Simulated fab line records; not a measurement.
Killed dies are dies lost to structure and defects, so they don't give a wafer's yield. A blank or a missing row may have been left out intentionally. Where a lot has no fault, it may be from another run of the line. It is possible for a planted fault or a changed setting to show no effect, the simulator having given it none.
Matching of chambers | flow nandHarc | NHARC_P_M2_ETCH_35 on rieDiel-05 has 4 sister chambers
The step etches the open film in N2/H2, target depth 40 nm, overetch 12 nm, time 43.94 s. 14 wafers are shown with their chamber, then 7 later ones without.

== EACH WAFER AND ITS CHAMBER ==
wafer  | chamber | drypumpMotorCurrentA (A) | rfVppV (V) | oesProductAu (a.u.)
L074.3 | 1       | 5.7                      | 433.2      | 0.981
L074.4 | 0       | 5.2                      | 434.0      | 1.007
L074.5 | 1       | 5.6                      | 432.3      | 0.987
L077.2 | 0       | 5.3                      | 433.4      | 1.005
L077.4 | 1       | 5.7                      | 431.4      | 0.983
L077.6 | 1       | 5.7                      | 433.4      | 0.992
L079.1 | 3       | 6.7                      | 433.2      | 0.997
L079.2 | 0       | 5.2                      | 433.9      | 1.002
L079.6 | 0       | 5.3                      | 433.0      | 0.991
L080.1 | 0       | 5.3                      | 434.6      | 1.016
L080.2 | 2       | 6.0                      | 436.0      | 1.004
L080.3 | 1       | 5.7                      | 432.9      | 0.985
L083.2 | 1       | 5.7                      | 432.8      | 0.993
L083.4 | 3       | 6.8                      | 432.2      | 0.991

SIGNATURES (averages over the wafers above)
reading              | chamber 0 | chamber 1 | chamber 2 | chamber 3 | scatter within a chamber
drypumpMotorCurrentA | 5.260     | 5.683     | 6.000     | 6.750     | 0.0503
rfVppV               | 433.780   | 432.667   | 436.000   | 432.700   | 0.68
oesProductAu         | 1.00420   | 0.98683   | 1.00400   | 0.99400   | 0.00679
Rule: distance of a wafer from a chamber = root of the sum over the readings of ((wafer's reading minus chamber's mean) / reading's scatter) squared. If the next closest chamber is less than 2 further off than the closest, the wafer can't be placed; otherwise it belongs to the closest. The scatter is the square root of a quotient: the sum, over the shown wafers, of each reading's squared deviation from its chamber's mean, divided by wafers minus chambers.

== WAFERS MISSING THEIR CHAMBER ==
wafer  | drypumpMotorCurrentA (A) | rfVppV (V) | oesProductAu (a.u.)
L083.5 | 6.0                      | 436.1      | 0.974
L087.1 | 6.0                      | 435.0      | 1.013
L087.3 | 6.8                      | 432.9      | 1.015
L087.4 | 6.7                      | 431.1      | 1.014
L088.3 | 6.0                      | 436.0      | 1.011
L088.4 | 5.7                      | 434.4      | 1.012
L088.6 | 6.7                      | 430.8      | 1.014

== THE CHAMBER EACH PASSED THROUGH ==
wafer  | from the rows above | in truth
L083.5 | 2                   | 2
L087.1 | 2                   | 2
L087.3 | 3                   | 3
L087.4 | 3                   | 3
L088.3 | 2                   | 2
L088.4 | 1                   | 1
L088.6 | 3                   | 3
Correct placement for 7 of the 7. Not placeable from these rows: 0. 0 placed wrongly.
